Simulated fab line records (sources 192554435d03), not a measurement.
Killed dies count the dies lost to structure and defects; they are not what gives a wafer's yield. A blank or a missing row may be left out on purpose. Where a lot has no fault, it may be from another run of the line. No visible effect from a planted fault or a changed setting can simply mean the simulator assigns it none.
What tool caused it?	flow n5 finfet	24 lots with 72 wafers sampled at 6 steps, on a route of 1938 steps

WHAT THE GAUGES SHOWED, per wafer
N5_BEOL_M11_INSPECT_30: inspects for defects (brightfield).
lot	measured	on	raw defect count
L074	day 10 08:56	defect inspect-01	516 516 380
L075	day 10 15:04	defect inspect-02	488 380 409
L077	day 11 00:04	defect inspect-01	526 481 486
L078	day 11 03:31	defect inspect-01	476 404 398
L079	day 11 10:40	defect inspect-01	372 472 433
L080	day 11 23:35	defect inspect-01	462 373 465
L082	day 12 12:31	defect inspect-01	774 488 507
L081	day 12 12:41	defect inspect-01	387 366 382
L083	day 13 05:16	defect inspect-01	352 500 480
L084	day 13 10:22	defect inspect-01	420 355 520
L086	day 13 14:07	defect inspect-01	479 478 723
L085	day 13 18:23	defect inspect-01	476 355 322
L087	day 13 22:20	defect inspect-02	492 413 483
L089	day 14 03:58	defect inspect-01	583 505 782
L088	day 14 07:21	defect inspect-02	314 298 376
L090	day 14 12:18	defect inspect-01	460 442 682
L091	day 15 01:31	defect inspect-02	328 254 260
L092	day 15 04:09	defect inspect-01	419 393 437
L093	day 15 04:18	defect inspect-01	546 427 582
L094	day 16 08:49	defect inspect-01	243 358 304
L076	day 16 09:13	defect inspect-01	589 603 452
L095	day 16 15:23	defect inspect-01	391 522 486
L097	day 17 04:49	defect inspect-02	467 272 308
L096	day 18 00:33	defect inspect-02	375 349 375

N5_BEOL_M11_INSPECT_58: inspects for defects (darkfield).
lot	measured	on	raw defect count
L074	day 10 11:53	defect inspect-02	79 104 95
L075	day 10 18:22	defect inspect-02	41 40 31
L077	day 11 03:08	defect inspect-02	52 49 34
L078	day 11 07:53	defect inspect-01	45 84 65
L079	day 11 17:34	defect inspect-01	110 56 49
L080	day 12 02:58	defect inspect-02	93 44 38
L082	day 12 15:36	defect inspect-02	52 49 50
L081	day 12 16:25	defect inspect-02	72 58 61
L083	day 13 10:00	defect inspect-02	57 40 32
L084	day 13 13:22	defect inspect-01	99 42 56
L086	day 13 17:26	defect inspect-02	64 54 60
L085	day 13 21:44	defect inspect-01	67 128 65
L087	day 14 02:37	defect inspect-01	51 42 44
L089	day 14 07:59	defect inspect-02	61 92 72
L088	day 14 11:58	defect inspect-01	56 37 48
L090	day 14 16:55	defect inspect-02	48 37 51
L091	day 15 05:25	defect inspect-01	59 64 55
L092	day 15 07:08	defect inspect-01	45 58 55
L093	day 15 07:32	defect inspect-02	64 69 50
L094	day 16 11:49	defect inspect-01	139 46 45
L076	day 16 14:34	defect inspect-02	103 83 119
L095	day 16 20:11	defect inspect-01	102 104 84
L097	day 17 09:52	defect inspect-01	104 57 83
L096	day 18 04:23	defect inspect-01	100 83 68

TOOL THAT RAN EACH LOT (tool first, then ch and the chambers of the sampled wafers, then the start)
lot	N5_BEOL_M11_CURE_71	N5_BEOL_M11_ETCH_62	N5_BEOL_M11_STRIP_36	N5_BEOL_M11_TRENCH_ETCH_37
L074	uv cure-02 ch 0, day 10 04:46	rie diel-04 ch 0,2,3, day 10 07:59	rie diel-04 ch 2,3, day 10 09:14	rie diel-04 ch 2,3, day 10 11:53 or earlier
L075	uv cure-02 ch 1, day 10 09:13	rie diel-05 ch 0,2,3, day 10 11:15	rie diel-02 ch 0,2, day 10 15:33	rie diel-02 ch 0,2, day 10 18:22 or earlier
L077	uv cure-02 ch 2, day 10 18:45	rie diel-05 ch 0,1,3, day 10 21:24	rie diel-05 ch 1,2,3, day 11 00:22	rie diel-05 ch 1,2,3, day 11 03:08 or earlier
L078	uv cure-02 ch 2, day 10 21:47	rie diel-02 ch 0,1,2, day 11 00:52	rie diel-05 ch 0,1,2, day 11 04:02	rie diel-05 ch 0,1,2, day 11 07:53 or earlier
L079	uv cure-03 ch 1, day 11 05:03	rie diel-02 ch 0,2, day 11 08:21	rie diel-02 ch 2,3, day 11 11:14	rie diel-02 ch 2,3, day 11 17:34 or earlier
L080	uv cure-02 ch 1, day 11 10:26	rie diel-02 ch 0,2,3, day 11 12:20	rie diel-02 ch 1,2,3, day 11 23:55	rie diel-02 ch 1,2,3, day 12 02:58 or earlier
L082	uv cure-01 ch 2, day 12 07:19	rie diel-02 ch 0,2,3, day 12 10:56	rie diel-02 ch 1,2,3, day 12 12:49	rie diel-02 ch 1,2,3, day 12 15:36 or earlier
L081	uv cure-03 ch 1, day 12 07:55	rie diel-02 ch 0,2,3, day 12 11:11	rie diel-02 ch 0,3, day 12 13:17	rie diel-02 ch 0,3, day 12 16:25 or earlier
L083	uv cure-03 ch 1, day 13 00:35	rie diel-02 ch 0,2,3, day 13 04:14	rie diel-04 ch 0,1, day 13 05:34	rie diel-04 ch 0,1, day 13 10:00 or earlier
L084	uv cure-01 ch 0, day 13 07:59	rie diel-02 ch 0,1, day 13 09:25	rie diel-05 ch 0,2,3, day 13 10:42	rie diel-05 ch 0,2,3, day 13 13:22 or earlier
L086	uv cure-01 ch 2, day 13 11:44	rie diel-05 ch 0,1,3, day 13 13:02	rie diel-02 ch 0,1,2, day 13 14:25	rie diel-02 ch 0,1,2, day 13 17:26 or earlier
L085	uv cure-03 ch 2, day 13 13:18	rie diel-04 ch 1,2,3, day 13 15:31	rie diel-02 ch 1,2, day 13 18:42	rie diel-02 ch 1,2, day 13 21:44 or earlier
L087	uv cure-01 ch 0, day 13 17:46	rie diel-04 ch 1,2,3, day 13 20:33	rie diel-02 ch 0,2,3, day 13 22:38	rie diel-02 ch 0,2,3, day 14 02:37 or earlier
L089	uv cure-02 ch 1, day 14 00:39	rie diel-04 ch 1,2,3, day 14 02:40	rie diel-05 ch 1,2, day 14 04:17	rie diel-05 ch 1,2, day 14 07:59 or earlier
L088	uv cure-03 ch 0, day 14 04:23	rie diel-05 ch 0,2,3, day 14 06:15	rie diel-02 ch 1,2, day 14 07:48	rie diel-02 ch 1,2, day 14 11:58 or earlier
L090	uv cure-02 ch 2, day 14 05:53	rie diel-02 ch 0,1,3, day 14 08:07	rie diel-04 ch 1,2,3, day 14 12:37	rie diel-04 ch 1,2,3, day 14 16:55 or earlier
L091	uv cure-01 ch 0, day 14 20:13	rie diel-04 ch 1,2, day 14 23:48	rie diel-05 ch 0,1,2, day 15 01:49	rie diel-05 ch 0,1,2, day 15 05:25 or earlier
L092	uv cure-01 ch 1, day 14 22:54	rie diel-04 ch 1,2, day 15 02:35	rie diel-04 ch 0,2, day 15 04:28	rie diel-04 ch 0,2, day 15 07:08 or earlier
L093	uv cure-02 ch 1, day 14 23:54	rie diel-05 ch 2,3, day 15 02:44	rie diel-02 ch 0,1, day 15 04:41	rie diel-02 ch 0,1, day 15 07:32 or earlier
L094	uv cure-02 ch 1, day 16 04:42	rie diel-02 ch 1,2, day 16 07:12	rie diel-05 ch 2,3, day 16 09:07	rie diel-05 ch 2,3, day 16 11:49 or earlier
L076	uv cure-02 ch 0, day 16 06:40	rie diel-05 ch 1,2, day 16 08:17	rie diel-02 ch 0,1, day 16 09:52	rie diel-02 ch 0,1, day 16 14:34 or earlier
L095	uv cure-03 ch 2, day 16 10:37	rie diel-05 ch 0,1, day 16 14:12	rie diel-05 ch 2,3, day 16 15:42	rie diel-05 ch 2,3, day 16 20:11 or earlier
L097	uv cure-03 ch 2, day 17 00:48	rie diel-05 ch 1,2, day 17 04:07	rie diel-04 ch 1,2, day 17 05:28	rie diel-04 ch 1,2, day 17 09:52 or earlier
L096	uv cure-02 ch 2, day 17 20:32	rie diel-02 ch 0,2,3, day 17 22:45	rie diel-02 ch 0,1,2, day 18 00:52	rie diel-02 ch 0,1,2, day 18 04:23 or earlier
- N5_BEOL_M11_CURE_71: cures SiCOH lowk, time 240 s.
- N5_BEOL_M11_ETCH_62: etches SOC in N2/H2, target depth 110 nm, overetch 22 nm, time 165 s.
- N5_BEOL_M11_STRIP_36: strips in N2/H2.
- N5_BEOL_M11_TRENCH_ETCH_37: etches SiCOH lowk in C4F6/O2, target depth 148.83 nm, time 48 s.

WHAT THE TOOLS THEMSELVES READ (means of the sampled wafers that have a number; where no wafer has one, the mark that the record gives instead)
N5_BEOL_M11_CURE_71.
lot	tool	lamp power pct (%)	wafer_temp_C_max
L074	uv cure-02	52.26	387.5
L075	uv cure-02	52.31	388.2
L077	uv cure-02	52.29	386.6
L078	uv cure-02	52.38	386.6
L079	uv cure-03	52.29	386.6
L080	uv cure-02	52.28	387.7
L082	uv cure-01	52.33	386.2
L081	uv cure-03	52.30	386.9
L083	uv cure-03	52.31	386.6
L084	uv cure-01	52.38	386.8
L086	uv cure-01	52.33	386.9
L085	uv cure-03	52.34	387.5
L087	uv cure-01	52.34	387.1
L089	uv cure-02	52.31	388.0
L088	uv cure-03	52.33	388.0
L090	uv cure-02	52.31	387.0
L091	uv cure-01	52.32	386.7
L092	uv cure-01	52.31	386.2
L093	uv cure-02	52.27	387.5
L094	uv cure-02	52.29	387.6
L076	uv cure-02	52.30	387.5
L095	uv cure-03	52.31	387.7
L097	uv cure-03	52.32	387.5
L096	uv cure-02	52.27	386.6

N5_BEOL_M11_ETCH_62.
lot	tool	drypump motor current A (A)	h2 flow sccm (sccm)	oes product au (a.u.)	rf vpp V (V)	showerhead plenum p Torr (Torr)	throttle valve pct (%)
L074	rie diel-04	5.3	200.1	0.65	524.6	2.58	17.92
L075	rie diel-05	5.4	200.3	0.68	522.7	2.49	18.02
L077	rie diel-05	5.5	200.0	0.69	523.5	2.54	18.07
L078	rie diel-02	5.8	199.9	0.66	525.1	2.60	18.02
L079	rie diel-02	5.6	200.8	0.63	526.2	2.62	17.94
L080	rie diel-02	5.7	200.1	0.67	525.9	2.64	17.88
L082	rie diel-02	5.7	200.9	0.67	526.1	2.64	17.88
L081	rie diel-02	5.7	199.6	0.67	526.3	2.64	17.89
L083	rie diel-02	5.6	199.5	0.66	525.8	2.64	17.89
L084	rie diel-02	5.7	200.0	0.66	524.6	2.56	18.10
L086	rie diel-05	5.5	199.9	0.68	523.0	2.53	18.10
L085	rie diel-04	5.1	199.8	0.71	523.9	2.57	17.88
L087	rie diel-04	5.1	199.9	0.72	524.8	2.57	17.88
L089	rie diel-04	5.1	199.9	0.71	523.9	2.57	17.88
L088	rie diel-05	5.4	200.2	0.66	521.9	2.47	18.06
L090	rie diel-02	5.8	200.8	0.69	525.9	2.61	17.99
L091	rie diel-04	5.0	199.9	0.68	525.7	2.59	17.89
L092	rie diel-04	5.0	199.2	0.68	525.4	2.59	17.89
L093	rie diel-05	5.6	199.5	0.61	519.9	2.41	18.00
L094	rie diel-02	5.9	200.3	0.63	526.1	2.61	18.04
L076	rie diel-05	5.8	200.3	0.62	521.8	2.46	18.16
L095	rie diel-05	5.8	199.4	0.67	524.6	2.58	18.28
L097	rie diel-05	6.0	199.4	0.63	522.8	2.51	18.23
L096	rie diel-02	5.6	200.3	0.64	524.9	2.62	17.94

N5_BEOL_M11_STRIP_36.
lot	tool	drypump motor current A (A)	h2 flow sccm (sccm)	oes product au (a.u.)	rf vpp V (V)	showerhead plenum p Torr (Torr)	throttle valve pct (%)
L074	rie diel-04	5.1	200.1	0.81	59.6	2.56	23.7
L075	rie diel-02	5.7	200.6	0.75	58.3	2.62	23.8
L077	rie diel-05	5.8	200.1	0.76	59.8	2.47	23.8
L078	rie diel-05	5.6	200.0	0.83	58.9	2.54	24.2
L079	rie diel-02	5.7	200.0	0.79	59.7	2.66	23.6
L080	rie diel-02	5.8	199.8	0.82	57.2	2.64	23.7
L082	rie diel-02	5.8	200.3	0.82	60.3	2.64	23.8
L081	rie diel-02	5.7	200.8	0.83	58.3	2.65	23.7
L083	rie diel-04	5.2	200.2	0.72	60.3	2.62	23.6
L084	rie diel-05	5.3	200.2	0.79	58.9	2.47	24.0
L086	rie diel-02	5.8	200.2	0.78	59.4	2.59	23.9
L085	rie diel-02	5.8	199.9	0.76	58.6	2.61	23.8
L087	rie diel-02	5.7	200.3	0.77	58.6	2.63	23.7
L089	rie diel-05	6.0	200.1	0.74	59.1	2.51	24.2
L088	rie diel-02	5.8	200.1	0.75	58.1	2.61	23.8
L090	rie diel-04	5.1	199.9	0.83	58.8	2.56	23.8
L091	rie diel-05	5.6	199.5	0.78	59.5	2.52	24.2
L092	rie diel-04	5.3	199.6	0.74	58.7	2.60	23.5
L093	rie diel-02	5.9	199.8	0.80	61.2	2.56	24.1
L094	rie diel-05	5.6	199.3	0.70	59.3	2.40	23.7
L076	rie diel-02	5.9	200.7	0.79	61.1	2.56	24.1
L095	rie diel-05	5.6	200.6	0.71	58.2	2.40	23.7
L097	rie diel-04	5.0	199.8	0.77	59.5	2.58	23.7
L096	rie diel-02	5.8	199.9	0.75	59.4	2.57	23.9

N5_BEOL_M11_TRENCH_ETCH_37.
lot	tool	drypump motor current A (A)	oes product au (a.u.)	rf vpp V (V)	showerhead plenum p Torr (Torr)	throttle valve pct (%)
L074	rie diel-04	5.1	0.82	681	2.88	21.14
L075	rie diel-02	5.6	0.75	683	2.93	21.04
L077	rie diel-05	5.8	0.75	659	2.77	21.05
L078	rie diel-05	5.6	0.82	662	2.83	21.10
L079	rie diel-02	5.7	0.79	683	2.98	21.00
L080	rie diel-02	5.8	0.82	673	2.96	21.10
L082	rie diel-02	5.8	0.82	673	2.96	21.12
L081	rie diel-02	5.7	0.83	658	2.99	21.06
L083	rie diel-04	5.2	0.72	682	2.95	20.97
L084	rie diel-05	5.4	0.78	661	2.78	21.15
L086	rie diel-02	5.8	0.78	674	2.90	21.20
L085	rie diel-02	5.8	0.76	685	2.93	21.14
L087	rie diel-02	5.7	0.79	670	2.95	21.07
L089	rie diel-05	6.0	0.75	659	2.80	21.05
L088	rie diel-02	5.8	0.76	685	2.92	21.14
L090	rie diel-04	5.1	0.83	679	2.88	21.04
L091	rie diel-05	5.6	0.78	662	2.81	21.14
L092	rie diel-04	5.3	0.75	684	2.92	20.97
L093	rie diel-02	5.9	0.80	665	2.88	21.33
L094	rie diel-05	5.6	0.70	645	2.70	21.11
L076	rie diel-02	5.9	0.78	664	2.88	21.34
L095	rie diel-05	5.6	0.70	646	2.70	21.12
L097	rie diel-04	5.0	0.78	681	2.91	21.16
L096	rie diel-02	5.8	0.76	674	2.89	21.24

THE ANSWER, worked out from the rows above alone
Rule: usual is defined by the lots themselves. The widest of any qualifying gaps counts: lots, ordered by their means at a reading, are off when they make up no more than a third of the lots, leave a main group of 4 or more, and stand apart from it by 3 or more times the standard deviation of that group's means. A main group whose means are all the same, to the digits that the tables above print for the reading, isn't used. Also off: a lot with no number at a reading for which 4 or more lots have one. The other lots that the step has rows for count as sound. First the gauges in route order, then the tools' own readings, where a lot's mean is used as printed above. At the first step where some lot is off, the reading lying furthest off is the one used; lots without a number count as furthest.
Nothing can be told from this: no lot is off at any reading shown.

WHAT THE SIMULATOR HAD INSERTED
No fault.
